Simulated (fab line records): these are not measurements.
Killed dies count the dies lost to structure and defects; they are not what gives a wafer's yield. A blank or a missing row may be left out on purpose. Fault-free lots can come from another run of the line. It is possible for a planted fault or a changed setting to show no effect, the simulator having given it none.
fab line records | flow n5_finfet | part 1 of 2: steps 1 to 20 of 28
[record] lots = 5 wafers = 15 last_day = 17
route steps=1938 shown BEOL_M12@1655 BEOL_M13@1659
lots that met no fault: from a run of the same line without faults
start_h: the number of hours between the record's first day and the start of the first shown wafer of the lot | wait_h: hours from the lot's prior step to this one | " the same as in the row above | L1.1+2: a single row standing in for several wafers | - no value, or no start given | * or withheld: withheld | < > ~ a bound
route shown NAME@n: names a module that has steps shown in the file, with the first one's number in the route | usual: mean/standard deviation of fault-free wafers | same: alike in all rows | chamber/n: place in a boat | sites: the reading at each site | _std_site: the standard deviation of these | _edge_site: inner sites' mean taken away from outer sites' mean | radius_mm: for every site, how far away it sits from the centre of the wafer | mask NAME#n: copy n | behind: the last tool/chamber to shape the wafer | hold: why the lot went on hold/how many hours it stayed there/how the hold came to an end | device: whichever transistor did not switch (one of n, p or np) | end of line: the tests these same wafers got at the end of their route | a step given without rows: its recipe and nothing more | killed: dies lost to structure and defects at the first sort, not the wafer's yield | map: per-die view of a wafer (x killed, . not killed, _ where there is no die)
set.NAME: the setting the step ran with; set.NAME@STEP: the setting that earlier step ran with | model.NAME: the simulator's own value behind a step, which no gauge read
lots at some steps of the route; a table a step, a row a wafer
services: from which hour (start_h, from the record's first day; less than 0 if before it) a tool's chamber was out of use, for how many hours, and why
[[steps]]
[step N5_BEOL_M12_PRE_CLEAN_52]
[recipe] gas = NH3 time_s = 15 temp_c = withheld rf_power_w = 300
// columns lot.wafer tool chamber start_h wait_h
L075.1+2+6 pecvd-04 0,2,0 249.03 0.0
L081.1+3+5 pecvd-04 2,0,2 289.04 0.0
L089.1+2+3 pecvd-01 0,1,2 354.41 0.0
L091.4+5+6 pecvd-01 2,1,0 358.69 0.0
L090.2+4+6 pecvd-02 2,2,1 376.18 0.0
[step N5_BEOL_M12_DEP_53]
[recipe] material = SiCN target_thk_a = 300 temp_c = withheld precursor = 3MS/NH3 pressure_torr = 3 rf_w = 675 time_s = 10.5
[usual] showerhead_plenum_p_Torr = 4.168/0.022 throttle_valve_pct = 17.6/0.68
// columns lot.wafer tool chamber start_h wait_h showerhead_plenum_p_Torr throttle_valve_pct
L075.1 pecvd-04 0 249.05 0.0 4.196 18.6
L075.2 " 2 " " 4.151 17.7
L075.6 " 0 " " 4.195 18.7
L081.1 pecvd-04 2 289.06 0.0 4.153 17.8
L081.3 " 0 " " 4.201 18.8
L081.5 " 2 " " 4.148 17.6
L089.1 pecvd-01 0 354.44 0.0 4.191 18.1
L089.2 " 1 " " 4.140 17.5
L089.3 " 2 " " 4.165 16.7
L091.4 pecvd-01 2 358.72 0.0 4.197 16.7
L091.5 " 1 " " 4.144 17.6
L091.6 " 0 " " 4.180 18.1
L090.2 pecvd-02 2 376.20 0.0 4.131 18.3
L090.4 " 2 " " 4.145 18.4
L090.6 " 1 " " 4.171 18.3
[step N5_BEOL_M12_RS_MEAS_54]
[recipe] thk_meas_gauge = four-point-probe reads = Cu_of_BEOL_M12_ECD_47+Ta_of_BEOL_M12_SPUTTER_44+TaN_of_BEOL_M12_SPUTTER_43
[usual] M12_RS = 0.0603/0.0012
// columns lot.wafer tool chamber start_h wait_h M12_RS[ohm/sq]
L075.1 film_metro-02 - 249.11 0.0 0.0613
L075.2 " - " " 0.0616
L075.6 " - " " 0.0618
L081.1 film_metro-02 - 289.13 0.0 0.0616
L081.3 " - " " 0.0621
L081.5 " - " " 0.0615
L089.1 film_metro-02 - 354.50 0.0 0.0588
L089.2 " - " " 0.0605
L089.3 " - " " 0.0603
L091.4 film_metro-01 - 358.77 0.0 0.0595
L091.5 " - " " 0.0593
L091.6 " - " " 0.0607
L090.2 film_metro-02 - 376.27 0.0 0.0598
L090.4 " - " " 0.0576
L090.6 " - " " 0.0586
[step N5_BEOL_M12_INSPECT_55]
[recipe] inspect_instrument = darkfield mode = post_dep
[usual] raw_defect_count = 70/25
// columns lot.wafer tool chamber start_h wait_h raw_defect_count
L075.1 defect_inspect-02 - 249.14 0.0 60
L075.2 " - " " 36
L075.6 " - " " 80
L081.1 defect_inspect-01 - 289.15 0.0 113
L081.3 " - " " 57
L081.5 " - " " 72
L089.1 defect_inspect-02 - 354.53 0.0 45
L089.2 " - " " 71
L089.3 " - " " 61
L091.4 defect_inspect-02 - 358.80 0.0 91
L091.5 " - " " 79
L091.6 " - " " 66
L090.2 defect_inspect-01 - 376.29 0.0 53
L090.4 " - " " 45
L090.6 " - " " 63
[step N5_BEOL_M13_ILD_DEP_00]
[recipe] material = SiOC target_thk_a = 8379.2 temp_c = 350 precursor = DEMS/O2 pressure_torr = 5 rf_w = 500 time_s = 166.4
[usual] heater_power_w = 484/75 showerhead_plenum_p_Torr = 5.698/0.019 throttle_valve_pct = 11.8/0.49
// columns lot.wafer tool chamber start_h wait_h heater_power_w showerhead_plenum_p_Torr throttle_valve_pct
L075.1 pecvd-03 2 249.18 0.0 459 5.676 11.6
L075.2 " 0 " " 576 5.705 12.1
L075.6 " 0 " " 601 5.729 11.7
L081.1 pecvd-03 2 289.19 0.0 484 5.657 11.6
L081.3 " 1 " " 476 5.704 13.0
L081.5 " 2 " " 503 5.657 11.7
L089.1 pecvd-03 1 354.56 0.0 525 5.702 12.5
L089.2 " 2 " " 518 5.675 11.4
L089.3 " 0 " " 553 5.730 11.9
L091.4 pecvd-04 1 358.89 0.1 353 5.705 11.2
L091.5 " 2 " " 411 5.703 11.7
L091.6 " 0 " " 358 5.718 12.2
L090.2 pecvd-03 0 376.33 0.0 608 5.720 11.8
L090.4 " 2 " " 484 5.679 11.8
L090.6 " 0 " " 489 5.709 11.8
[step N5_BEOL_M13_THK_MEAS_01]
[recipe] reads = SiOC_of_BEOL_M13_ILD_DEP_00
[usual] M13_ILD_THK = 838/10
// columns lot.wafer tool chamber start_h wait_h M13_ILD_THK[nm]
L075.1 film_metro-02 - 249.33 0.1 823
L075.2 " - " " 827
L075.6 " - " " 836
L081.1 film_metro-02 - 289.34 0.1 851
L081.3 " - " " 837
L081.5 " - " " 855
L089.1 film_metro-02 - 354.71 0.1 827
L089.2 " - " " 838
L089.3 " - " " 833
L091.4 film_metro-02 - 358.98 0.0 848
L091.5 " - " " 835
L091.6 " - " " 853
L090.2 film_metro-01 - 376.48 0.1 838
L090.4 " - " " 857
L090.6 " - " " 851
[step N5_BEOL_M13_COAT_58]
[recipe] resist = BARC temp_c = 205 time_s = 60 spin_rpm = 1500 resist_thk_nm = 89
[usual] chill_plate_temp_C = 22.99/0.11 exhaust_pa = 45.0/0.83 spin_speed_rpm = 1500.1/0.96
// columns lot.wafer tool chamber start_h wait_h chill_plate_temp_C exhaust_pa spin_speed_rpm
L075.1 litho_track-03 0 249.36 0.0 22.79 43.7 1500.8
L075.2 " 0 " " 23.06 45.0 1499.6
L075.6 " 0 " " 22.96 44.6 1500.9
L081.1 litho_track-05 0 289.37 0.0 22.97 45.3 1498.5
L081.3 " 0 " " 23.09 45.9 1499.6
L081.5 " 0 " " 23.03 45.5 1499.3
L089.1 litho_track-03 0 354.75 0.0 23.12 46.2 1499.1
L089.2 " 0 " " 23.04 45.8 1499.8
L089.3 " 0 " " 23.04 45.7 1500.0
L091.4 litho_track-02 0 359.02 0.0 22.93 45.7 1500.1
L091.5 " 0 " " 22.98 46.2 1500.1
L091.6 " 0 " " 23.06 45.3 1500.4
L090.2 litho_track-02 0 376.51 0.0 23.02 44.0 1498.9
L090.4 " 0 " " 23.20 45.1 1499.6
L090.6 " 0 " " 23.11 45.4 1500.0
[step N5_BEOL_M13_COAT_04]
[recipe] spin_rpm = 1625 resist_thk_nm = 400
[usual] chill_plate_temp_C = 23.01/0.12 exhaust_pa = 45.1/1 spin_speed_rpm = 1625.1/0.93
// columns lot.wafer tool chamber start_h wait_h chill_plate_temp_C exhaust_pa spin_speed_rpm
L075.1 litho_track-03 0 - - 22.92 43.9 1626.0
L075.2 " 0 " " 23.00 45.3 1624.1
L075.6 " 0 " " 23.03 44.3 1624.6
L081.1 litho_track-05 0 - - 23.10 44.1 1626.8
L081.3 " 0 " " 23.14 43.7 1625.9
L081.5 " 0 " " 23.15 43.9 1625.7
L089.1 litho_track-03 0 - - 23.12 47.5 1625.9
L089.2 " 0 " " 23.24 47.1 1626.7
L089.3 " 0 " " 22.91 46.4 1625.8
L091.4 litho_track-02 0 - - 23.05 44.3 1624.3
L091.5 " 0 " " 23.05 45.0 1625.9
L091.6 " 0 " " 23.02 44.8 1625.7
L090.2 litho_track-02 0 - - 23.23 44.0 1624.8
L090.4 " 0 " " 23.09 46.7 1625.6
L090.6 " 0 " " 23.17 44.4 1624.3
[step N5_BEOL_M13_EBR_06]
[recipe] solvent = PGMEA ebr_width_mm = 1.5
[usual] chill_plate_temp_C = 22.98/0.11 exhaust_pa = 44.9/0.94
// columns lot.wafer tool chamber start_h wait_h chill_plate_temp_C exhaust_pa
L075.1 litho_track-03 0 - - 22.86 44.6
L075.2 " 0 " " 23.00 45.1
L075.6 " 0 " " 22.87 44.0
L081.1 litho_track-05 0 - - 22.98 45.3
L081.3 " 0 " " 23.06 45.1
L081.5 " 0 " " 23.13 45.3
L089.1 litho_track-03 0 - - 22.90 44.5
L089.2 " 0 " " 22.89 44.1
L089.3 " 0 " " 22.73 43.9
L091.4 litho_track-02 0 - - 23.00 44.8
L091.5 " 0 " " 22.96 45.3
L091.6 " 0 " " 22.78 46.9
L090.2 litho_track-02 0 - - 23.08 44.0
L090.4 " 0 " " 22.98 45.0
L090.6 " 0 " " 23.08 44.0
[step N5_BEOL_M13_SOFTBAKE_05]
[recipe] temp_c = 130 time_s = 60
[usual] chill_plate_temp_C = 23.01/0.1 exhaust_pa = 44.9/0.98
// columns lot.wafer tool chamber start_h wait_h chill_plate_temp_C exhaust_pa
L075.1 litho_track-03 0 - - 23.01 45.1
L075.2 " 0 " " 22.95 44.9
L075.6 " 0 " " 23.07 46.1
L081.1 litho_track-05 0 - - 22.87 45.0
L081.3 " 0 " " 22.95 44.9
L081.5 " 0 " " 22.88 45.0
L089.1 litho_track-03 0 - - 22.80 45.1
L089.2 " 0 " " 22.88 44.2
L089.3 " 0 " " 22.92 43.6
L091.4 litho_track-02 0 - - 23.01 43.2
L091.5 " 0 " " 23.21 43.1
L091.6 " 0 " " 23.15 43.7
L090.2 litho_track-02 0 - - 23.02 46.4
L090.4 " 0 " " 22.92 43.9
L090.6 " 0 " " 23.04 44.0
[step N5_BEOL_M13_EXPOSE_07]
[recipe] mask_id = V12 na = 0.93 source_shape = conventional sigma_outer = 0.6 polarization = unpolarized attpsm_phase_deg = 180 dose_mj = 24.8
[usual] exposure_dose_mJ_cm2 = 24.778/0.027
// columns lot.wafer tool chamber start_h wait_h mask exposure_dose_mJ_cm2
L075.1 krf_scanner-01 0 249.58 - V12#0 24.778
L075.2 " 0 " " V12#0 24.790
L075.6 " 0 " " V12#0 24.796
L081.1 krf_scanner-01 0 289.47 - V12#0 24.802
L081.3 " 0 " " V12#0 24.796
L081.5 " 0 " " V12#0 24.771
L089.1 krf_scanner-01 0 354.85 - V12#0 24.765
L089.2 " 0 " " V12#0 24.783
L089.3 " 0 " " V12#0 24.781
L091.4 krf_scanner-02 0 359.26 - V12#0 24.781
L091.5 " 0 " " V12#0 24.816
L091.6 " 0 " " V12#0 24.782
L090.2 krf_scanner-01 0 376.74 - V12#0 24.782
L090.4 " 0 " " V12#0 24.804
L090.6 " 0 " " V12#0 24.757
[step N5_BEOL_M13_PEB_08]
[recipe] peb_temp_c = 130 peb_time_s = 90
[usual] chill_plate_temp_C = 22.99/0.1 exhaust_pa = 45.0/0.94
// columns lot.wafer tool chamber start_h wait_h chill_plate_temp_C exhaust_pa
L075.1 litho_track-05 0 249.64 0.1 22.87 44.7
L075.2 " 0 " " 22.81 46.6
L075.6 " 0 " " 22.87 46.8
L081.1 litho_track-03 0 289.53 0.1 23.03 46.3
L081.3 " 0 " " 23.00 45.8
L081.5 " 0 " " 23.14 46.1
L089.1 litho_track-02 0 354.91 0.1 22.99 45.0
L089.2 " 0 " " 23.03 44.3
L089.3 " 0 " " 22.86 43.4
L091.4 litho_track-05 0 359.30 0.0 23.02 45.1
L091.5 " 0 " " 22.85 45.4
L091.6 " 0 " " 22.97 44.9
L090.2 litho_track-03 0 376.80 0.0 23.00 44.9
L090.4 " 0 " " 23.12 45.1
L090.6 " 0 " " 23.05 45.7
[step N5_BEOL_M13_DEVELOP_09]
[recipe] develop_time_s = 45 rinse_liquid = diw dry = air_spin dev_temp_c = 21
[usual] chill_plate_temp_C = 23.01/0.1 exhaust_pa = 45.2/0.91
// columns lot.wafer tool chamber start_h wait_h chill_plate_temp_C exhaust_pa
L075.1 litho_track-05 0 - - 23.19 44.6
L075.2 " 0 " " 23.07 44.3
L075.6 " 0 " " 23.25 44.6
L081.1 litho_track-03 0 - - 22.94 45.2
L081.3 " 0 " " 23.06 45.3
L081.5 " 0 " " 22.94 44.8
L089.1 litho_track-02 0 - - 23.13 45.6
L089.2 " 0 " " 23.11 44.2
L089.3 " 0 " " 23.17 45.2
L091.4 litho_track-05 0 - - 22.98 46.0
L091.5 " 0 " " 23.11 46.0
L091.6 " 0 " " 22.98 45.6
L090.2 litho_track-03 0 - - 23.06 45.9
L090.4 " 0 " " 23.21 45.8
L090.6 " 0 " " 23.17 47.4
[step N5_BEOL_M13_HARDBAKE_14]
[recipe] temp_c = 130 time_s = 120
[usual] chill_plate_temp_C = 22.98/0.1 exhaust_pa = 45.1/0.93
// columns lot.wafer tool chamber start_h wait_h chill_plate_temp_C exhaust_pa
L075.1 litho_track-05 0 - - 22.89 44.5
L075.2 " 0 " " 23.01 44.7
L075.6 " 0 " " 22.96 44.5
L081.1 litho_track-03 0 - - 23.02 46.8
L081.3 " 0 " " 23.28 45.7
L081.5 " 0 " " 23.00 46.5
L089.1 litho_track-02 0 - - 22.73 46.5
L089.2 " 0 " " 22.93 44.9
L089.3 " 0 " " 22.99 45.0
L091.4 litho_track-05 0 - - 22.83 43.9
L091.5 " 0 " " 22.93 45.3
L091.6 " 0 " " 23.10 44.9
L090.2 litho_track-03 0 - - 22.91 44.6
L090.4 " 0 " " 22.94 44.2
L090.6 " 0 " " 23.10 44.7
[step N5_BEOL_M13_CD_MEAS_10]
[recipe] target_cd_nm = 190 landing_energy_ev = 500 detector = se_inlens polarity = opening
[usual] cd_nm = 189.2/1.4
// columns lot.wafer tool chamber start_h wait_h cd_nm
L075.1 cd_sem-03 0 249.76 - 189.9
L075.2 " 0 " " 190.0
L075.6 " 0 " " 189.7
L081.1 cd_sem-02 0 289.64 - 187.6
L081.3 " 0 " " 188.7
L081.5 " 0 " " 188.9
L089.1 cd_sem-01 0 355.02 - 190.6
L089.2 " 0 " " 190.0
L089.3 " 0 " " 191.6
L091.4 cd_sem-01 0 359.41 - 189.5
L091.5 " 0 " " 189.2
L091.6 " 0 " " 187.4
L090.2 cd_sem-03 0 376.91 - 188.8
L090.4 " 0 " " 188.6
L090.6 " 0 " " 189.1
[step N5_BEOL_M13_OVL_MEAS_11]
[recipe] points_per_wafer = 44
[usual] V12_OVL = 1/4.3
// columns lot.wafer tool chamber start_h wait_h V12_OVL[nm]
L075.1 overlay-01 0 249.79 0.0 5
L075.2 " 0 " " -2
L075.6 " 0 " " 3
L081.1 overlay-01 0 289.68 0.0 5
L081.3 " 0 " " -3
L081.5 " 0 " " 1
L089.1 overlay-02 0 355.05 0.0 -2
L089.2 " 0 " " -1
L089.3 " 0 " " -1
L091.4 overlay-02 0 359.44 0.0 0
L091.5 " 0 " " 2
L091.6 " 0 " " -3
L090.2 overlay-01 0 376.94 0.0 -4
L090.4 " 0 " " -1
L090.6 " 0 " " -1
[step N5_BEOL_M13_INSPECT_12]
[recipe] mode = adi inspect_instrument = macro
[usual] raw_defect_count = 2.0/1.5
// columns lot.wafer tool chamber start_h wait_h raw_defect_count
L075.1 defect_inspect-01 - 249.81 0.0 0
L075.2 " - " " 3
L075.6 " - " " 1
L081.1 defect_inspect-02 - 289.70 0.0 2
L081.3 " - " " 2
L081.5 " - " " 1
L089.1 defect_inspect-01 - 355.08 0.0 1
L089.2 " - " " 1
L089.3 " - " " 1
L091.4 defect_inspect-02 - 359.47 0.0 2
L091.5 " - " " 1
L091.6 " - " " 2
L090.2 defect_inspect-02 - 376.97 0.0 1
L090.4 " - " " 0
L090.6 " - " " 5
[step N5_BEOL_M13_DESCUM_15]
[recipe] chemistry = O2 time_s = 7.9 source_power_w = 50 bias_power_w = 20 pressure_mtorr = 20 rf_frequency_hz = 2.712e+07 temp_c = 40 o2_flow_sccm = 225
[usual] bias_power_w = 20.00/0.061 drypump_motor_current_A = 5.9/0.68 oes_product_au = 0.75/0.056 rf_vpp_V = 242.7/1.1 showerhead_plenum_p_Torr = 2.07/0.054 throttle_valve_pct = 20.32/0.2
// columns lot.wafer tool chamber start_h wait_h bias_power_w drypump_motor_current_A oes_product_au rf_hours_counter_h rf_vpp_V showerhead_plenum_p_Torr throttle_valve_pct
L075.1 rie_diel-01 2 249.84 0.0 19.94 5.2 0.70 183 244.5 2.07 20.03
L075.2 " 1 " " 20.01 4.9 0.69 217 241.6 1.98 20.41
L075.6 " 0 " " 20.07 5.6 0.80 - 244.2 2.11 20.56
L081.1 rie_diel-04 1 289.73 0.0 19.96 4.7 0.72 189 245.8 2.17 20.33
L081.3 " 2 " " 19.98 6.5 0.85 47 242.1 2.06 20.27
L081.5 " 3 " " 19.99 6.7 0.80 - 242.1 2.03 20.38
L089.1 rie_diel-03 2 355.11 0.0 19.97 6.6 0.71 224 242.0 2.00 20.67
L089.2 " 1 " " 20.01 5.3 0.78 92 243.9 2.11 19.96
L089.3 " 3 " " 19.94 6.4 0.69 248 242.4 2.03 20.34
L091.4 rie_diel-01 0 359.70 0.2 20.06 5.6 0.76 169 243.2 2.10 20.61
L091.5 " 3 " " 20.03 6.4 0.81 - 243.0 2.03 20.43
L091.6 " 2 " " 19.99 5.2 0.68 - 242.3 2.06 20.09
L090.2 rie_diel-01 3 377.00 0.0 19.99 6.4 0.80 92 241.9 2.03 20.42
L090.4 " 2 " " 20.09 5.2 0.68 - 245.0 2.05 20.10
L090.6 " 3 " " 20.01 6.4 0.79 - 243.1 2.03 20.43
[step N5_BEOL_M13_ETCH_59]
[recipe] chemistry = N2/H2 target = BARC target_depth_a = 890 overetch_a = 267 time_s = 67.9 ion_energy_ev = 200 pressure_mtorr = 30 source_w = 840 bias_w = 150 n2_flow_sccm = 200 h2_flow_sccm = 200
[usual] drypump_motor_current_A = 5.9/0.68 n2_flow_sccm = 200.0/0.58 oes_product_au = 0.65/0.045 rf_vpp_V = 523.2/2.1 showerhead_plenum_p_Torr = 2.51/0.072 throttle_valve_pct = 17.77/0.23
// columns lot.wafer tool chamber start_h wait_h drypump_motor_current_A n2_flow_sccm oes_product_au rf_hours_counter_h rf_vpp_V showerhead_plenum_p_Torr throttle_valve_pct
L075.1 rie_diel-01 2 249.88 0.0 5.2 200.4 0.61 183 523.8 2.53 17.67
L075.2 " 1 " " 4.9 200.1 0.60 217 520.1 2.40 17.99
L075.6 " 0 " " 5.6 199.1 0.66 - 524.3 2.55 17.86
L081.1 rie_diel-04 1 289.77 0.0 4.7 200.3 0.61 189 526.8 2.65 17.92
L081.3 " 2 " " 6.4 200.7 0.72 47 523.1 2.47 17.43
L081.5 " 3 " " 6.7 199.4 0.68 - 520.6 2.46 17.84
L089.1 rie_diel-03 2 355.15 0.0 6.6 200.1 0.62 224 521.5 2.40 18.04
L089.2 " 1 " " 5.3 200.7 0.68 92 525.3 2.56 17.37
L089.3 " 3 " " 6.5 200.0 0.59 248 522.1 2.51 18.09
L091.4 rie_diel-01 0 359.74 0.0 5.6 200.0 0.64 169 524.4 2.54 17.92
L091.5 " 3 " " 6.4 200.4 0.70 - 523.0 2.47 17.84
L091.6 " 2 " " 5.2 199.9 0.59 - 524.2 2.52 17.72
L090.2 rie_diel-01 3 377.03 0.0 6.4 199.8 0.69 92 520.7 2.47 17.88
L090.4 " 2 " " 5.2 199.6 0.58 - 522.8 2.51 17.72
L090.6 " 3 " " 6.4 199.1 0.69 - 520.8 2.47 17.86
[step N5_BEOL_M13_VIA_ETCH_16]
[recipe] chemistry = C4F8/O2/Ar target = SiOC pressure_mtorr = 30 source_w = 3000 bias_w = 700 Ar_flow_sccm = 400 C4F8_flow_sccm = 15 O2_flow_sccm = 8 he_inner_torr = 15 he_outer_torr = 30 target_depth_a = 9217 time_s = withheld ion_energy_ev = 250 ends = cleared
[usual] drypump_motor_current_A = 5.9/0.67 oes_product_au = 0.68/0.051 rf_vpp_V = 664.5/2.5 showerhead_plenum_p_Torr = 3.38/0.082 throttle_valve_pct = 24.05/0.2
// columns lot.wafer tool chamber start_h wait_h drypump_motor_current_A oes_product_au rf_vpp_V showerhead_plenum_p_Torr throttle_valve_pct
L075.1 rie_diel-01 2 249.93 0.0 5.2 0.63 667.2 3.41 23.93
L075.2 " 1 " " 4.9 0.62 660.6 3.25 24.25
L075.6 " 0 " " 5.6 0.71 665.8 3.45 24.36
L081.1 rie_diel-04 1 289.82 0.0 4.7 0.64 668.4 3.52 24.02
L081.3 " 2 " " 6.5 0.75 662.4 3.33 23.88
L081.5 " 3 " " 6.7 0.72 661.4 3.31 24.10
L089.1 rie_diel-03 2 355.20 0.0 6.6 0.64 661.4 3.25 24.29
L089.2 " 1 " " 5.3 0.71 665.7 3.45 23.73
L089.3 " 3 " " 6.5 0.63 663.4 3.34 24.12
L091.4 rie_diel-01 0 359.79 0.0 5.6 0.68 664.3 3.43 24.39
L091.5 " 3 " " 6.4 0.72 661.8 3.34 24.22
L091.6 " 2 " " 5.2 0.61 664.9 3.40 23.99
L090.2 rie_diel-01 3 377.09 0.0 6.4 0.72 661.1 3.33 24.24
L090.4 " 2 " " 5.2 0.61 661.4 3.39 24.00
L090.6 " 3 " " 6.4 0.73 662.7 3.33 24.24
